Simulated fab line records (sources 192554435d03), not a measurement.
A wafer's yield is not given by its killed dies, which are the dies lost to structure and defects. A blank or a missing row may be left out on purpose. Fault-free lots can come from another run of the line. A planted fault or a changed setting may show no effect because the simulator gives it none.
fab line records -- flow n5-finfet -- part 2 of 2: steps 5 to 6 of 6
record lots=20, wafers=60, last-day=17
route steps=1938 shown MOL_CONTACT_COAG@546
lots untouched by any fault: they come from a run of this same line in which no faults occurred
start-h: the number of hours between the record's first day and the start of the first shown wafer of the lot -- wait-h: how many hours have passed since the lot's step before this one -- " same as the row above -- L1.1+2: a row that stands for several wafers -- - no value present, or no start provided -- * or withheld: withheld -- < > ~ a bound
route shown NAME@n: NAME is a module with steps in the file, n the number in the route of the first one -- usual: mean and standard deviation over wafers with no fault -- same: alike in all rows -- chamber/n: place in a boat -- sites: readings site by site -- _std_site: the standard deviation of these -- _edge_site: outer sites' mean less inner sites' -- radius-mm: how far each site lies from the wafer's centre -- mask NAME#n: copy n -- behind: tool/chamber where the wafer was last shaped -- hold: what put the lot on hold/how long, in hours/how the hold closed -- device: names the non-switching transistor (n, p or np) -- end of line: the route-end tests of the same wafers -- a step without rows: its recipe alone -- killed: count of dies lost to structure and defects at first sort (not the wafer's yield) -- map: a wafer's dies, x killed, . not, _ none there
set.NAME: the setting as run; set.NAME@STEP: as run at that earlier step -- model.NAME: the simulator's own value behind a step, which no gauge read
a sample of lots followed through the steps of the route, with each step as a table and each wafer as a row
services: a tool's chamber out of use, with start hour (start-h, from the record's first day; less than 0 if before it), hours out, and reason
## steps
# step N5_MOL_CONTACT_COAG_ETCH_47
# recipe chemistry=CH3F/O2, target=SiNx, target-depth-a=270, mask-material=SiO2, stop-on=W, over-etch-frac=0.2, ion-energy-ev=120, endpoint=OES-CN, pressure-mtorr=30, source-w=395, bias-w=73, Ar_flow_sccm=150, CH3F_flow_sccm=30, O2_flow_sccm=20, ends=end-point
# usual drypump-motor-current-A=5.6/0.38, etch-rf-on-time-s=31.2/0.63, oes-product-au=0.68/0.079, rf-fwd-power-W=386.1/1.6, rf-vpp-V=295/4.1, showerhead-plenum-p-Torr=2.01/0.063, throttle-valve-pct=16.55/0.24
lot.wafer,tool,chamber,start-h,wait-h,drypump-motor-current-A,etch-rf-on-time-s,oes-product-au,rf-fwd-power-W,rf-hours-counter-h,rf-vpp-V,showerhead-plenum-p-Torr,throttle-valve-pct
L074.2,rie-diel-04,2,99.84,0.0,6.4,32.0,0.67,385.1,156,297,1.91,16.27
L074.3,rie-diel-04,3,99.84,0.0,5.7,31.4,0.66,386.4,175,302,2.00,16.61
L074.4,rie-diel-04,1,99.84,0.0,5.4,30.2,0.84,384.1,26,301,2.03,16.22
L075.3,rie-diel-04,2,103.27,0.0,6.3,31.7,0.66,386.2,157,296,1.91,16.30
L075.5,rie-diel-04,0,103.27,0.0,6.1,31.2,0.72,383.2,-,297,1.95,16.34
L075.6,rie-diel-04,3,103.27,0.0,5.6,31.4,0.66,384.2,-,302,2.00,16.65
L076.2,rie-diel-02,3,109.60,0.0,5.8,30.9,0.79,384.3,31,294,2.12,16.20
L076.5,rie-diel-02,3,109.60,0.0,5.8,31.0,0.79,384.1,-,292,2.12,16.18
L076.6,rie-diel-02,0,109.60,0.0,5.3,30.4,0.83,385.1,-,298,2.06,16.49
L077.2,rie-diel-02,2,115.54,0.0,5.0,31.9,0.66,385.3,176,295,2.00,16.46
L077.5,rie-diel-02,1,115.54,0.0,5.5,31.0,0.65,390.1,-,284,2.08,16.63
L077.6,rie-diel-02,2,115.54,0.0,5.0,31.8,0.65,384.5,-,294,2.00,16.45
L078.1,rie-diel-06,0,125.66,0.0,5.9,30.6,0.61,386.8,255,292,2.04,16.50
L078.3,rie-diel-06,3,125.66,0.0,5.9,31.7,0.63,383.9,226,297,1.99,17.01
L078.6,rie-diel-06,3,125.66,0.0,5.9,31.8,0.62,383.4,-,296,1.99,17.02
L079.3,rie-diel-02,3,128.88,0.0,5.7,31.1,0.78,382.7,38,294,2.12,16.19
L079.5,rie-diel-02,3,128.88,0.0,5.7,31.1,0.78,385.8,-,293,2.12,16.19
L079.6,rie-diel-02,0,128.88,0.0,5.3,30.7,0.81,386.1,-,297,2.05,16.50
L080.1,rie-diel-02,2,132.48,0.0,5.0,32.5,0.64,386.3,182,295,2.00,16.46
L080.4,rie-diel-02,1,132.48,0.0,5.5,31.8,0.64,387.2,189,286,2.08,16.64
L080.5,rie-diel-02,1,132.48,0.0,5.6,31.5,0.64,387.8,-,285,2.08,16.65
L082.1,rie-diel-06,2,145.61,0.0,5.3,31.9,0.65,388.9,197,294,1.92,16.68
L082.2,rie-diel-06,0,145.61,0.0,5.9,31.1,0.60,383.7,264,293,2.04,16.54
L082.4,rie-diel-06,3,145.61,0.0,5.9,32.3,0.62,385.7,-,297,1.98,17.03
L083.4,rie-diel-02,1,149.49,0.0,5.5,31.3,0.64,387.7,196,283,2.07,16.65
L083.5,rie-diel-02,2,149.49,0.0,5.0,31.5,0.65,387.3,-,294,2.00,16.48
L083.6,rie-diel-02,3,149.49,0.0,5.7,31.0,0.77,385.3,-,294,2.11,16.21
L084.3,rie-diel-06,3,157.22,0.0,5.9,31.4,0.62,387.7,240,296,1.98,17.05
L084.4,rie-diel-06,3,157.22,0.0,5.9,31.5,0.62,387.6,-,297,1.98,17.06
L084.5,rie-diel-06,2,157.22,0.0,5.3,30.8,0.66,387.6,-,294,1.92,16.69
L085.2,rie-diel-06,2,166.82,0.0,5.3,31.2,0.65,386.7,206,294,1.92,16.69
L085.3,rie-diel-06,3,166.82,0.0,5.9,31.4,0.62,385.3,244,296,1.98,17.04
L085.6,rie-diel-06,3,166.82,0.0,5.9,31.7,0.62,386.5,-,295,1.98,17.05
L087.2,rie-diel-02,0,176.69,0.0,5.3,30.9,0.78,385.2,43,298,2.05,16.55
L087.3,rie-diel-02,3,176.69,0.0,5.7,31.3,0.75,387.3,55,293,2.11,16.22
L087.6,rie-diel-02,2,176.69,0.0,5.0,32.2,0.64,387.9,-,293,2.00,16.51
L088.1,rie-diel-06,2,185.11,0.0,5.3,31.1,0.65,386.5,215,293,1.92,16.71
L088.2,rie-diel-06,0,185.11,0.0,6.0,30.9,0.59,386.1,281,293,2.04,16.56
L088.4,rie-diel-06,0,185.11,0.0,5.9,30.5,0.59,388.5,-,294,2.04,16.56
L090.1,rie-diel-06,0,189.84,0.0,6.0,31.3,0.58,383.7,283,294,2.03,16.58
L090.4,rie-diel-06,3,189.84,0.0,5.9,32.6,0.60,385.0,-,295,1.98,17.08
L090.6,rie-diel-06,0,189.84,0.0,6.0,31.3,0.58,385.0,-,294,2.04,16.58
L091.1,rie-diel-06,1,197.94,0.0,6.1,32.0,0.62,386.2,244,295,2.06,16.75
L091.3,rie-diel-06,2,197.94,0.0,5.3,31.3,0.64,387.2,220,294,1.92,16.72
L091.4,rie-diel-06,2,197.94,0.0,5.3,31.5,0.64,388.0,-,293,1.92,16.72
L089.1,rie-diel-02,3,198.58,0.0,5.7,30.6,0.75,383.6,63,292,2.11,16.25
L089.4,rie-diel-02,2,198.58,0.0,5.0,32.2,0.63,385.9,207,293,1.99,16.51
L089.6,rie-diel-02,0,198.58,0.0,5.3,31.0,0.77,386.6,-,298,2.04,16.56
L093.1,rie-diel-04,3,214.56,0.0,5.7,31.6,0.64,386.3,211,301,1.99,16.71
L093.5,rie-diel-04,3,214.56,0.0,5.7,31.1,0.64,385.3,-,301,1.99,16.71
L093.6,rie-diel-04,1,214.56,0.0,5.4,30.0,0.77,385.5,-,299,2.01,16.31
L094.2,rie-diel-04,2,218.57,0.0,6.4,31.8,0.64,385.8,198,296,1.90,16.35
L094.3,rie-diel-04,1,218.57,0.0,5.4,30.3,0.78,389.0,69,300,2.01,16.30
L094.5,rie-diel-04,3,218.57,0.0,5.6,31.3,0.64,383.3,-,302,1.99,16.70
L096.2,rie-diel-06,2,230.06,0.0,5.3,31.0,0.63,388.3,233,293,1.91,16.74
L096.3,rie-diel-06,1,230.06,0.0,6.1,31.9,0.62,385.5,257,294,2.06,16.76
L096.4,rie-diel-06,0,230.06,0.0,6.0,29.6,0.90,383.9,-,293,2.03,16.05
L097.2,rie-diel-02,3,235.62,0.0,5.7,30.8,0.73,385.2,76,292,2.10,16.27
L097.3,rie-diel-02,1,235.62,0.0,5.6,30.9,0.63,389.3,220,285,2.07,16.71
L097.6,rie-diel-02,1,235.62,0.0,5.6,31.3,0.62,386.4,-,284,2.07,16.71
# step N5_MOL_CONTACT_COAG_DESCUM_45
# recipe chemistry=O2, time-s=7, source-power-w=50, bias-power-w=20, pressure-mtorr=20, rf-frequency-hz=2.712e+07, temp-c=40, resist=CAR-EUV, o2-flow-sccm=225
# usual drypump-motor-current-A=5.7/0.38, oes-product-au=0.77/0.09, rf-fwd-power-W=49.33/0.2, rf-vpp-V=243.2/1.4, showerhead-plenum-p-Torr=2.09/0.074, throttle-valve-pct=20.60/0.2
lot.wafer,tool,chamber,start-h,wait-h,drypump-motor-current-A,oes-product-au,rf-fwd-power-W,rf-hours-counter-h,rf-vpp-V,showerhead-plenum-p-Torr,throttle-valve-pct
L074.2,rie-diel-06,0,100.63,0.0,5.9,0.67,49.06,241,245.1,2.13,20.48
L074.3,rie-diel-06,3,100.63,0.0,5.9,0.70,48.90,212,242.4,2.07,20.96
L074.4,rie-diel-06,0,100.63,0.0,5.9,0.67,49.30,-,242.7,2.13,20.47
L075.3,rie-diel-02,0,104.07,0.1,5.3,0.95,49.22,15,243.5,2.11,20.45
L075.5,rie-diel-02,1,104.07,0.1,5.5,0.73,49.54,-,244.3,2.19,20.79
L075.6,rie-diel-02,0,104.07,0.1,5.3,0.95,49.05,-,243.7,2.11,20.44
L076.2,rie-diel-04,1,110.39,0.0,5.4,0.92,49.36,29,243.3,2.12,20.34
L076.5,rie-diel-04,1,110.39,0.0,5.4,0.93,49.31,-,243.2,2.12,20.32
L076.6,rie-diel-04,0,110.39,0.0,6.1,0.80,49.28,-,241.8,2.04,20.46
L077.2,rie-diel-04,2,116.22,0.0,6.4,0.75,49.52,163,242.0,2.00,20.32
L077.5,rie-diel-04,0,116.22,0.0,6.1,0.81,49.54,-,243.2,2.04,20.45
L077.6,rie-diel-04,1,116.22,0.0,5.4,0.92,49.43,-,244.2,2.12,20.34
L078.1,rie-diel-02,0,126.45,0.0,5.3,0.92,49.27,24,243.2,2.11,20.46
L078.3,rie-diel-02,2,126.45,0.0,5.0,0.73,49.36,180,243.1,2.09,20.49
L078.6,rie-diel-02,3,126.45,0.0,5.8,0.86,49.06,-,245.5,2.24,20.51
L079.3,rie-diel-02,1,129.55,0.0,5.5,0.73,49.29,189,243.4,2.19,20.79
L079.5,rie-diel-02,0,129.55,0.0,5.3,0.93,49.27,-,244.8,2.11,20.45
L079.6,rie-diel-02,3,129.55,0.0,5.8,0.87,49.28,-,245.7,2.24,20.52
L080.1,rie-diel-04,3,133.15,0.0,5.7,0.74,49.15,183,243.3,2.08,20.68
L080.4,rie-diel-04,2,133.15,0.0,6.4,0.74,49.66,169,240.9,1.99,20.33
L080.5,rie-diel-04,3,133.15,0.0,5.7,0.75,49.09,-,243.2,2.08,20.67
L082.1,rie-diel-06,3,146.28,0.0,6.0,0.69,48.98,235,242.3,2.06,21.02
L082.2,rie-diel-06,0,146.28,0.0,5.9,0.66,49.46,264,243.4,2.13,20.50
L082.4,rie-diel-06,3,146.28,0.0,5.9,0.70,49.20,-,242.9,2.06,21.00
L083.4,rie-diel-06,2,150.22,0.1,5.3,0.72,49.56,-,241.4,1.99,20.63
L083.5,rie-diel-06,3,150.22,0.1,5.9,0.69,49.22,-,242.7,2.06,21.02
L083.6,rie-diel-06,0,150.22,0.1,5.9,0.66,49.06,-,245.3,2.13,20.50
L084.3,rie-diel-02,2,158.01,0.0,5.0,0.73,49.41,192,242.4,2.09,20.52
L084.4,rie-diel-02,1,158.01,0.0,5.6,0.73,49.68,200,243.4,2.19,20.80
L084.5,rie-diel-02,3,158.01,0.0,5.8,0.86,49.14,-,245.3,2.24,20.54
L085.2,rie-diel-06,2,167.62,0.0,5.3,0.71,49.64,206,241.1,1.99,20.64
L085.3,rie-diel-06,3,167.62,0.0,5.9,0.69,49.20,244,243.7,2.05,21.03
L085.6,rie-diel-06,0,167.62,0.0,5.9,0.66,49.28,-,244.7,2.12,20.53
L087.2,rie-diel-02,0,177.36,0.0,5.3,0.88,49.23,44,243.8,2.10,20.46
L087.3,rie-diel-02,2,177.36,0.0,5.0,0.72,49.48,200,241.4,2.08,20.53
L087.6,rie-diel-02,0,177.36,0.0,5.3,0.89,49.34,-,245.2,2.10,20.48
L088.1,rie-diel-04,3,185.77,0.0,5.7,0.71,49.16,200,243.7,2.08,20.72
L088.2,rie-diel-04,0,185.77,0.0,6.1,0.78,49.29,109,241.0,2.03,20.48
L088.4,rie-diel-04,1,185.77,0.0,5.4,0.88,49.51,58,242.5,2.11,20.40
L090.1,rie-diel-06,2,190.64,0.0,5.3,0.72,49.46,217,240.6,1.99,20.65
L090.4,rie-diel-06,3,190.64,0.0,5.9,0.68,49.41,-,241.9,2.05,21.03
L090.6,rie-diel-06,2,190.64,0.0,5.3,0.71,49.64,-,241.1,1.99,20.65
L091.1,rie-diel-02,1,198.64,0.1,5.5,0.72,49.69,208,243.8,2.18,20.83
L091.3,rie-diel-02,2,198.64,0.1,5.0,0.71,49.64,207,242.8,2.08,20.52
L091.4,rie-diel-02,0,198.64,0.1,5.3,0.87,49.51,52,243.7,2.10,20.49
L089.1,rie-diel-06,3,199.38,0.2,5.9,0.68,49.06,259,242.7,2.05,21.03
L089.4,rie-diel-06,3,199.38,0.2,5.9,0.68,49.23,-,242.4,2.05,21.05
L089.6,rie-diel-06,2,199.38,0.2,5.3,0.70,49.65,-,241.1,1.98,20.67
L093.1,rie-diel-06,2,215.48,0.1,5.3,0.70,49.49,228,241.6,1.98,20.68
L093.5,rie-diel-06,1,215.48,0.1,6.1,0.69,49.25,-,244.4,2.14,20.73
L093.6,rie-diel-06,2,215.48,0.1,5.2,0.70,49.70,-,242.2,1.98,20.67
L094.2,rie-diel-06,2,219.24,0.0,5.3,0.70,49.31,229,239.8,1.98,20.68
L094.3,rie-diel-06,0,219.24,0.0,6.0,1.02,49.44,0,242.6,2.12,20.09
L094.5,rie-diel-06,0,219.24,0.0,5.9,1.03,49.17,-,244.9,2.12,20.11
L096.2,rie-diel-04,2,230.80,0.1,6.4,0.72,49.82,204,242.0,1.98,20.38
L096.3,rie-diel-04,3,230.80,0.1,5.7,0.70,49.04,218,243.1,2.07,20.73
L096.4,rie-diel-04,1,230.80,0.1,5.4,0.86,49.36,75,241.9,2.11,20.41
L097.2,rie-diel-02,2,237.10,0.8,5.0,0.70,49.62,221,241.7,2.08,20.55
L097.3,rie-diel-02,0,237.10,0.8,5.3,0.85,49.32,66,244.3,2.09,20.52
L097.6,rie-diel-02,1,237.10,0.8,5.5,0.71,49.66,-,244.4,2.18,20.85
## services
tool,chamber,start-h,hours,kind
rie-diel-02,0,75.70,2.6,repair
ald-sin-01,1,79.30,4.7,repair
ald-sin-01,-,79.79,1.8,repair
rie-diel-06,2,87.77,25.7,repair
rie-diel-06,1,88.98,2.9,repair
rie-diel-02,3,89.46,1.7,repair
rie-diel-06,1,102.88,93.9,repair
rie-diel-04,3,109.30,9.0,repair
ald-sin-04,-,115.50,6.1,pm
pvd-sputter-03,-,116.95,1.2,repair
ald-sin-01,2,137.36,3.6,repair
ald-sin-03,0,150.53,8.9,repair
rie-diel-02,1,162.23,15.8,repair
ald-sin-04,-,177.17,14.0,pm
rie-diel-02,-,192.75,0.2,repair
rie-diel-06,0,198.38,-,clean
rie-diel-06,0,198.38,-,consumable-replace:focus-ring
rie-diel-06,0,198.38,20.0,scheduled-down
rie-diel-06,0,198.38,20.0,vent-cycle
rie-diel-04,0,208.52,8.1,repair
rie-diel-06,3,218.47,-,clean
rie-diel-06,3,218.47,-,consumable-replace:focus-ring
rie-diel-06,-,224.00,4.3,pm
ald-sin-04,2,230.19,1.8,repair
